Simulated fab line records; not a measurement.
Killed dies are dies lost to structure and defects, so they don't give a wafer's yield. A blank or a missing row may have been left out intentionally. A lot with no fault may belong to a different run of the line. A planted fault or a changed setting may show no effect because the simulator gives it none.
What tool caused it? -- flow n5Finfet -- Sampling: 23 lots, 69 wafers, 6 of 1938 route steps

## WHAT EACH GAUGE READ, for each wafer
N5_MOL_CONTACT_COAG_CD_MEAS_101: target cd 16 nm.
lot,measured,on,cdNm (nm)
L074,day 5 04:04,cdSem-02,16.29 16.12 16.14
L075,day 5 12:45,cdSem-02,16.20 16.14 15.95
L076,day 5 19:21,cdSem-03,15.67 15.95 15.84
L077,day 6 00:17,cdSem-02,15.78 16.03 16.18
L078,day 6 00:49,cdSem-01,15.73 15.83 15.93
L079,day 6 10:55,cdSem-01,16.26 16.12 16.17
L080,day 6 22:38,cdSem-03,16.41 15.70 16.44
L081,day 6 22:47,cdSem-01,16.32 15.99 15.67
L082,day 7 05:10,cdSem-02,15.62 15.90 16.20
L083,day 7 14:11,cdSem-02,16.62 16.08 15.98
L084,day 7 19:15,cdSem-02,16.58 15.84 16.21
L086,day 8 06:34,cdSem-02,16.16 15.88 15.94
L085,day 8 08:02,cdSem-03,16.11 15.89 15.99
L087,day 8 14:35,cdSem-02,16.10 16.46 16.53
L089,day 9 00:36,cdSem-02,16.04 15.94 15.71
L088,day 9 04:08,cdSem-03,15.91 15.58 16.40
L090,day 9 06:43,cdSem-03,16.13 15.56 16.40
L091,day 9 14:05,cdSem-01,15.75 16.11 16.08
L092,day 9 19:00,cdSem-01,16.49 16.04 15.57
L093,day 10 00:26,cdSem-03,16.03 15.45 15.22
L094,day 10 02:28,cdSem-03,16.58 15.98 15.80
L096,day 10 19:46,cdSem-02,15.63 15.97 15.56
L097,day 11 18:01,cdSem-01,15.77 15.92 16.16

N5_BEOL_M0_SAQP_OVL_MEAS_41.
lot,measured,on,M0_CUT1_OVL (nm)
L074,day 5 14:45,overlay-01,-0.9 -1.3 -0.5
L075,day 5 23:23,overlay-01,0.9 0.5 0.5
L076,day 6 05:22,overlay-01,-0.2 0.0 -0.8
L077,day 6 09:28,overlay-01,0.5 0.6 -0.1
L078,day 6 14:14,overlay-02,0.2 -0.2 1.0
L079,day 6 20:27,overlay-01,-0.4 -1.2 -0.5
L080,day 7 11:18,overlay-01,0.1 0.4 0.5
L081,day 7 12:20,overlay-02,-0.9 -0.1 -1.3
L082,day 7 16:17,overlay-01,0.7 0.9 -0.3
L083,day 7 23:04,overlay-02,-0.2 0.2 0.7
L084,day 8 04:50,overlay-01,-0.2 0.4 0.7
L086,day 8 17:33,overlay-02,0.0 0.2 -0.8
L085,day 8 21:34,overlay-01,0.4 0.5 -0.3
L087,day 9 02:17,overlay-01,0.7 0.8 0.7
L089,day 9 09:51,overlay-01,-0.7 -0.5 -0.7
L088,day 9 14:22,overlay-02,0.4 0.1 0.3
L090,day 9 18:14,overlay-01,0.6 0.4 0.7
L091,day 9 23:21,overlay-01,0.5 -0.3 1.2
L092,day 10 10:01,overlay-02,-0.1 0.3 0.1
L093,day 10 10:56,overlay-02,0.1 0.2 -0.5
L094,day 10 14:53,overlay-02,1.8 0.9 0.8
L096,day 11 07:14,overlay-02,-0.5 0.4 -0.7
L097,day 12 05:29,overlay-01,0.5 0.0 -0.3

## WHICH TOOL RAN EACH LOT (tool, then ch and the chambers of the sampled wafers, then the start)
lot,N5_MOL_CONTACT_COAG_ETCH_48,N5_MOL_CONTACT_COAG_STRIP_72,N5_MOL_CONTACT_COAG_CMP_52,N5_BEOL_M0_SAQP_DESCUM_19
L074,"rieDiel-03 ch 0,1, day 5 03:47","rieDiel-03 ch 0,1, day 5 03:50","cmp-04 ch 0,1,2, day 5 04:34","rieDiel-05 ch 0,1,3, day 5 09:53"
L075,"rieDiel-03 ch 0,3, day 5 12:28","rieDiel-03 ch 0,3, day 5 12:31","cmp-02 ch 0,1,3, day 5 13:16","rieDiel-05 ch 0,1, day 5 19:12"
L076,"rieDiel-01 ch 0,1,2, day 5 19:04","rieDiel-01 ch 0,1,2, day 5 19:07","cmp-01 ch 0,1,3, day 5 19:53","rieDiel-06 ch 0,3, day 6 01:26"
L077,"rieDiel-01 ch 1,2,3, day 6 00:00","rieDiel-01 ch 1,2,3, day 6 00:03","cmp-04 ch 0,3, day 6 00:55","rieDiel-06 ch 1,2,3, day 6 05:49"
L078,"rieDiel-04 ch 0,2,3, day 6 00:32","rieDiel-04 ch 0,2,3, day 6 00:36","cmp-01 ch 0,1,2, day 6 01:17","rieDiel-02 ch 0,1,2, day 6 10:16"
L079,"rieDiel-04 ch 0,2,3, day 6 10:38","rieDiel-04 ch 0,2,3, day 6 10:41","cmp-01 ch 2,3, day 6 11:24","rieDiel-02 ch 1,2,3, day 6 16:04"
L080,"rieDiel-04 ch 0,1,2, day 6 22:20","rieDiel-04 ch 0,1,2, day 6 22:24","cmp-02 ch 1,2,3, day 6 23:05","rieDiel-02 ch 2,3, day 7 07:28"
L081,"rieDiel-03 ch 0,1, day 6 22:30","rieDiel-03 ch 0,1, day 6 22:33","cmp-01 ch 1,2, day 6 23:14","rieDiel-06 ch 0,1, day 7 08:14"
L082,"rieDiel-01 ch 1,3, day 7 04:53","rieDiel-01 ch 1,3, day 7 04:56","cmp-01 ch 1,2, day 7 05:37","rieDiel-05 ch 1,2, day 7 11:07"
L083,"rieDiel-01 ch 1,2,3, day 7 13:54","rieDiel-01 ch 1,2,3, day 7 13:57","cmp-04 ch 0,3, day 7 14:40","rieDiel-05 ch 0,3, day 7 19:17"
L084,"rieDiel-03 ch 0,3, day 7 18:58","rieDiel-03 ch 0,3, day 7 19:02","cmp-04 ch 0,2,3, day 7 19:43","rieDiel-06 ch 1,3, day 8 01:10"
L086,"rieDiel-04 ch 1,2,3, day 8 06:16","rieDiel-04 ch 1,2,3, day 8 06:20","cmp-04 ch 1,3, day 8 07:03","rieDiel-02 ch 1,2, day 8 13:23"
L085,"rieDiel-04 ch 1,3, day 8 07:45","rieDiel-04 ch 1,3, day 8 07:49","cmp-04 ch 2,3, day 8 08:29","rieDiel-06 ch 1,3, day 8 16:59"
L087,"rieDiel-03 ch 1,2, day 8 14:14","rieDiel-03 ch 1,2, day 8 14:20","cmp-02 ch 1,2,3, day 8 15:09","rieDiel-02 ch 1,2, day 8 21:58"
L089,"rieDiel-04 ch 0,1,2, day 9 00:19","rieDiel-04 ch 0,1,2, day 9 00:22","cmp-04 ch 1,2,3, day 9 01:05","rieDiel-06 ch 1,2,3, day 9 05:52"
L088,"rieDiel-01 ch 0,2,3, day 9 03:52","rieDiel-01 ch 0,2,3, day 9 03:55","cmp-04 ch 1,3, day 9 04:36","rieDiel-05 ch 1,2,3, day 9 10:01"
L090,"rieDiel-03 ch 0,1, day 9 06:26","rieDiel-03 ch 0,1, day 9 06:29","cmp-04 ch 1,2, day 9 07:12","rieDiel-05 ch 0,1,3, day 9 14:11"
L091,"rieDiel-03 ch 0,1,3, day 9 13:49","rieDiel-03 ch 0,1,3, day 9 13:52","cmp-04 ch 0,1,3, day 9 14:32","rieDiel-05 ch 1,2,3, day 9 19:34"
L092,"rieDiel-03 ch 0,1,2, day 9 18:43","rieDiel-03 ch 0,1,2, day 9 18:46","cmp-01 ch 2,3, day 9 19:29","rieDiel-02 ch 0,2,3, day 10 00:33"
L093,"rieDiel-04 ch 1,2,3, day 10 00:08","rieDiel-04 ch 1,2,3, day 10 00:12","cmp-02 ch 0,2,3, day 10 00:53","rieDiel-05 ch 0,1,3, day 10 07:05"
L094,"rieDiel-04 ch 1,2, day 10 02:11","rieDiel-04 ch 1,2, day 10 02:14","cmp-02 ch 0,1, day 10 03:00","rieDiel-05 ch 1,2, day 10 10:26"
L096,"rieDiel-03 ch 2,3, day 10 19:19","rieDiel-03 ch 2,3, day 10 19:22","cmp-02 ch 0,1, day 10 20:14","rieDiel-06 ch 0,1, day 11 02:28"
L097,"rieDiel-04 ch 1,3, day 11 17:44","rieDiel-04 ch 1,3, day 11 17:47","cmp-01 ch 1,3, day 11 18:30","rieDiel-06 ch 0,3, day 12 01:46"
- N5_MOL_CONTACT_COAG_ETCH_48: etches SiOC in C4F6/O2, target depth 15 nm, overetch 4.5 nm, time 17 s.
- N5_MOL_CONTACT_COAG_STRIP_72: strips in N2/H2.
- N5_MOL_CONTACT_COAG_CMP_52: polishes, stops on SiO2, t overpolish 1.5 s, target thk 66.5 nm.
- N5_BEOL_M0_SAQP_DESCUM_19: chemistry O2, time 7.9 s.

## AS READ BY THE TOOLS THEMSELVES (means over the sampled wafers that have a number; for cases with no such wafer, the mark the record gives instead)
N5_MOL_CONTACT_COAG_ETCH_48.
lot,tool,chamberPressureMTorr (mTorr),drypumpMotorCurrentA (A),oesProductAu (a.u.),rfVppV (V),showerheadPlenumPTorr (Torr),throttleValvePct (%)
L074,rieDiel-03,9.996,6.2,0.68,1601,2.94,40.42
L075,rieDiel-03,10.000,5.3,0.62,1591,2.84,40.51
L076,rieDiel-01,9.999,5.4,0.72,1604,2.97,40.57
L077,rieDiel-01,10.005,5.6,0.79,1598,2.95,40.74
L078,rieDiel-04,10.007,5.8,0.66,1590,2.79,40.58
L079,rieDiel-04,9.994,5.8,0.68,1590,2.79,40.60
L080,rieDiel-04,10.002,5.5,0.72,1597,2.89,40.50
L081,rieDiel-03,10.011,5.8,0.62,1592,2.86,40.30
L082,rieDiel-01,10.000,5.5,0.79,1603,2.94,40.78
L083,rieDiel-01,9.998,5.6,0.77,1598,2.94,40.76
L084,rieDiel-03,10.000,5.0,0.61,1595,2.88,40.85
L086,rieDiel-04,10.007,5.7,0.69,1580,2.85,40.45
L085,rieDiel-04,10.001,5.4,0.68,1588,2.90,40.40
L087,rieDiel-03,10.002,5.7,0.70,1585,2.81,40.73
L089,rieDiel-04,9.993,5.5,0.73,1597,2.88,40.52
L088,rieDiel-01,10.001,5.8,0.75,1589,2.89,40.67
L090,rieDiel-03,10.001,5.8,0.81,1592,2.85,40.39
L091,rieDiel-03,10.003,5.6,0.70,1597,2.90,40.68
L092,rieDiel-03,10.000,5.8,0.72,1588,2.83,40.57
L093,rieDiel-04,10.004,5.7,0.74,1588,2.96,40.53
L094,rieDiel-04,9.995,5.4,0.71,1587,2.95,40.35
L096,rieDiel-03,9.995,5.1,0.59,1582,2.78,40.92
L097,rieDiel-04,9.997,5.7,0.78,1598,3.01,40.68

N5_MOL_CONTACT_COAG_STRIP_72.
lot,tool,chamberPressureMTorr (mTorr),drypumpMotorCurrentA (A),oesProductAu (a.u.),rfVppV (V),showerheadPlenumPTorr (Torr),throttleValvePct (%)
L074,rieDiel-03,19.98,6.2,0.86,58.4,2.64,23.55
L075,rieDiel-03,20.00,5.3,0.70,59.7,2.54,23.59
L076,rieDiel-01,20.03,5.4,0.90,59.6,2.66,23.46
L077,rieDiel-01,19.97,5.6,0.93,58.4,2.64,23.60
L078,rieDiel-04,19.99,5.8,0.82,60.3,2.48,23.53
L079,rieDiel-04,20.02,5.8,0.81,60.7,2.48,23.54
L080,rieDiel-04,20.03,5.5,0.88,59.0,2.59,23.51
L081,rieDiel-03,20.01,5.8,0.75,57.3,2.56,23.48
L082,rieDiel-01,19.99,5.5,0.91,60.8,2.63,23.64
L083,rieDiel-01,20.00,5.6,0.93,60.7,2.63,23.59
L084,rieDiel-03,19.92,5.0,0.71,61.1,2.58,23.88
L086,rieDiel-04,20.01,5.7,0.79,57.0,2.55,23.55
L085,rieDiel-04,20.04,5.4,0.83,60.2,2.60,23.65
L087,rieDiel-03,20.01,5.7,0.76,59.2,2.51,23.80
L089,rieDiel-04,19.97,5.5,0.86,59.9,2.58,23.52
L088,rieDiel-01,19.99,5.8,0.86,58.7,2.58,23.57
L090,rieDiel-03,19.99,5.8,0.93,57.4,2.55,23.32
L091,rieDiel-03,20.00,5.6,0.82,59.5,2.60,23.64
L092,rieDiel-03,20.00,5.8,0.84,58.6,2.53,23.59
L093,rieDiel-04,19.96,5.7,0.88,58.7,2.65,23.54
L094,rieDiel-04,19.99,5.4,0.84,60.1,2.65,23.53
L096,rieDiel-03,20.02,5.1,0.72,61.0,2.48,24.00
L097,rieDiel-04,19.98,5.7,0.88,60.5,2.70,23.56

N5_MOL_CONTACT_COAG_CMP_52.
lot,tool,motorCurrentA (A),overpolishRunS (s),slurryFilterDpKPa (kPa),timeToEndpointS (s)
L074,cmp-04,11.1,1.502,13.45,13.1
L075,cmp-02,13.1,1.500,13.45,15.6
L076,cmp-01,11.5,1.507,13.61,12.3
L077,cmp-04,11.4,1.500,13.44,15.1
L078,cmp-01,10.9,1.492,13.38,12.7
L079,cmp-01,10.7,1.500,13.46,14.6
L080,cmp-02,12.7,1.500,13.58,14.1
L081,cmp-01,10.6,1.504,13.45,13.9
L082,cmp-01,11.2,1.500,13.54,17.5
L083,cmp-04,11.2,1.496,13.42,15.1
L084,cmp-04,10.6,1.489,13.67,13.4
L086,cmp-04,13.0,1.503,13.58,15.2
L085,cmp-04,11.8,1.498,13.52,15.6
L087,cmp-02,12.5,1.503,13.42,13.4
L089,cmp-04,12.0,1.509,13.45,13.5
L088,cmp-04,12.3,1.497,13.48,14.4
L090,cmp-04,11.3,1.497,13.58,15.7
L091,cmp-04,11.5,1.503,13.57,13.0
L092,cmp-01,10.6,1.498,13.56,13.0
L093,cmp-02,11.9,1.504,13.55,15.2
L094,cmp-02,12.9,1.498,13.39,13.9
L096,cmp-02,13.3,1.510,13.55,15.2
L097,cmp-01,11.3,1.498,13.45,12.7

N5_BEOL_M0_SAQP_DESCUM_19.
lot,tool,chamberPressureMTorr (mTorr),drypumpMotorCurrentA (A),oesProductAu (a.u.),rfVppV (V),showerheadPlenumPTorr (Torr),throttleValvePct (%)
L074,rieDiel-05,19.992,5.6,0.78,244.4,2.16,20.16
L075,rieDiel-05,20.013,5.7,0.77,244.1,2.13,20.16
L076,rieDiel-06,19.996,5.9,0.78,242.4,2.05,20.46
L077,rieDiel-06,20.004,5.9,0.78,241.7,2.05,20.55
L078,rieDiel-02,19.982,6.1,0.87,244.4,2.17,20.29
L079,rieDiel-02,20.001,5.7,0.88,244.3,2.14,20.29
L080,rieDiel-02,20.001,5.2,0.84,243.2,2.06,20.19
L081,rieDiel-06,20.007,5.5,0.79,242.6,2.05,20.35
L082,rieDiel-05,20.002,5.5,0.87,242.6,2.07,20.19
L083,rieDiel-05,20.000,5.5,0.77,243.7,2.19,20.18
L084,rieDiel-06,19.997,5.6,0.81,242.1,2.03,20.54
L086,rieDiel-02,19.988,6.3,0.87,244.8,2.20,20.43
L085,rieDiel-06,19.998,5.4,0.81,241.7,2.04,20.47
L087,rieDiel-02,19.996,6.3,0.86,244.3,2.20,20.41
L089,rieDiel-06,19.987,5.9,0.77,242.5,2.04,20.57
L088,rieDiel-05,20.000,5.7,0.80,243.0,2.11,20.19
L090,rieDiel-05,19.985,5.6,0.75,243.7,2.15,20.21
L091,rieDiel-05,19.988,5.7,0.80,244.5,2.11,20.19
L092,rieDiel-02,20.006,5.5,0.81,243.3,2.09,20.22
L093,rieDiel-05,20.009,5.6,0.74,243.1,2.15,20.20
L094,rieDiel-05,20.003,5.5,0.84,242.6,2.06,20.21
L096,rieDiel-06,19.996,5.9,0.72,241.6,2.05,20.33
L097,rieDiel-06,20.011,6.1,0.71,242.5,2.05,20.40

## THE ANSWER, worked out from the rows above alone
Rule: usual is defined by the lots themselves. The widest of any qualifying gaps counts: lots, ordered by their means at a reading, are off when they make up no more than a third of the lots, leave a main group of 4 or more, and stand apart from it by 3 or more times the standard deviation of that group's means. If all means in a main group match to the digits the tables above print for the reading, that group is not used. A lot without any number at a reading at which 4 lots or more have one is off too. Any other lot the step has rows for is counted as sound. After the gauges, taken in route order, come the tools' own readings; for these a lot's mean is taken, as printed above. At the first step where some lot is off, the reading lying furthest off is the one used; lots without a number count as furthest.
No lot is off on any of the readings shown, so nothing can be concluded from this.

## WHAT WAS PUT IN BY THE SIMULATOR
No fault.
